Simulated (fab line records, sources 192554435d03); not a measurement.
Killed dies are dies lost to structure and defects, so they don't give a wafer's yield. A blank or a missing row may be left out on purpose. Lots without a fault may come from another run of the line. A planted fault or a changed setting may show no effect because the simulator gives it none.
Which tool did it? | flow n5_finfet | 10 lots, 30 wafers sampled, at 5 steps of a route of 1938

WHAT THE GAUGES READ, wafer by wafer
N5_BEOL_M4_RC_MEAS_101.
lot  | measured     | on        | DIBL_N (mV/V)
L630 | day 8 07:37  | prober-01 | 36.4 34.2 34.7
L631 | day 8 12:48  | prober-01 | 34.3 35.8 36.6
L635 | day 9 08:45  | prober-01 | 36.3 34.4 39.2
L636 | day 9 17:07  | prober-01 | 35.7 35.9 37.4
L640 | day 11 03:55 | prober-01 | 36.8 37.1 38.4
L642 | day 11 15:01 | prober-01 | 36.2 35.2 35.0
L643 | day 11 21:53 | prober-02 | 34.5 37.2 37.5
L648 | day 13 02:10 | prober-01 | 35.0 36.0 36.9
L650 | day 13 10:17 | prober-01 | 37.4 35.4 34.9
L652 | day 14 05:07 | prober-02 | 36.1 32.9 36.1

WHICH TOOL RAN EACH LOT (tool, then ch and the chambers of the sampled wafers, then the start)
lot  | N5_HKMG_FIN_STRIP_88                | N5_HKMG_FIN_NWFM_ALD_20             | N5_HKMG_FIN_STRIP_69                 | N5_HKMG_FIN_CMP_94
L630 | plasma_asher-02 ch 0,1, day 4 10:50 | ald_metal-03 ch 1,2,3, day 4 11:13  | plasma_asher-01 ch 0,1, day 4 12:01  | cmp-01 ch 1,2, day 4 13:27
L631 | plasma_asher-02 ch 0,1, day 4 18:53 | ald_metal-01 ch 0,3, day 4 19:09    | plasma_asher-01 ch 0,1, day 4 20:10  | cmp-03 ch 1,2,3, day 4 21:40
L635 | plasma_asher-01 ch 0,1, day 5 21:08 | ald_metal-01 ch 0,1,3, day 5 21:31  | plasma_asher-01 ch 0,1, day 5 22:26  | cmp-01 ch 0,1,2, day 5 23:50
L636 | plasma_asher-02 ch 0,1, day 6 00:41 | ald_metal-01 ch 0,2,3, day 6 01:04  | plasma_asher-02 ch 0,1, day 6 01:52  | cmp-01 ch 0,1, day 6 03:18
L640 | plasma_asher-01 ch 0,1, day 7 00:06 | ald_metal-01 ch 0,3, day 7 00:22    | plasma_asher-02 ch 0,1, day 7 01:20  | cmp-01 ch 0,1,2, day 7 02:41
L642 | plasma_asher-01 ch 0,1, day 7 13:52 | ald_metal-01 ch 0,2, day 7 14:15    | plasma_asher-02 ch 0,1, day 7 15:03  | cmp-02 ch 1,3, day 7 16:38
L643 | plasma_asher-01 ch 0,1, day 7 21:13 | ald_metal-01 ch 0,2,3, day 7 21:37  | plasma_asher-01 ch 0,1, day 7 22:33  | cmp-01 ch 0,1,3, day 7 23:56
L648 | plasma_asher-02 ch 0,1, day 9 00:43 | ald_metal-01 ch 0,1,3, day 9 00:58  | plasma_asher-02 ch 0,1, day 9 01:57  | cmp-03 ch 0,2,3, day 9 03:19
L650 | plasma_asher-01 ch 0,1, day 9 13:13 | ald_metal-03 ch 0,3, day 9 13:29    | plasma_asher-02 ch 0,1, day 9 14:26  | cmp-02 ch 0,3, day 9 16:07
L652 | plasma_asher-01 ch 0,1, day 9 23:58 | ald_metal-04 ch 0,1,2, day 10 00:20 | plasma_asher-02 ch 0,1, day 10 01:08 | cmp-03 ch 0,3, day 10 02:35
- N5_HKMG_FIN_STRIP_88: strips in N2/H2, time 360 s.
- N5_HKMG_FIN_NWFM_ALD_20: deposits TiAlC, target thk 2 nm, pulse time 3 s, purge time 2 s.
- N5_HKMG_FIN_STRIP_69: strips in N2/H2, time 360 s.
- N5_HKMG_FIN_CMP_94: polishes, stops on SiNx, t overpolish 4.7 s, target thk 43.299 nm.

THE ANSWER, worked out from the rows above alone
Rule: what is usual is taken from the lots themselves. Put in order of their means at a reading, lots are off if they are a third of the lots or fewer, leave a main group of 4 or more, and stand apart from it by a gap of 3 or more times the standard deviation of the main group's means; of several such gaps the widest counts. A main group whose means are all the same, to the digits that the tables above print for the reading, isn't used. A lot without any number at a reading at which 4 lots or more have one is off too. The other lots that the step has rows for count as sound.
No lot is off at any reading shown: from this, nothing can be told.

WHAT THE SIMULATOR HAD PUT IN
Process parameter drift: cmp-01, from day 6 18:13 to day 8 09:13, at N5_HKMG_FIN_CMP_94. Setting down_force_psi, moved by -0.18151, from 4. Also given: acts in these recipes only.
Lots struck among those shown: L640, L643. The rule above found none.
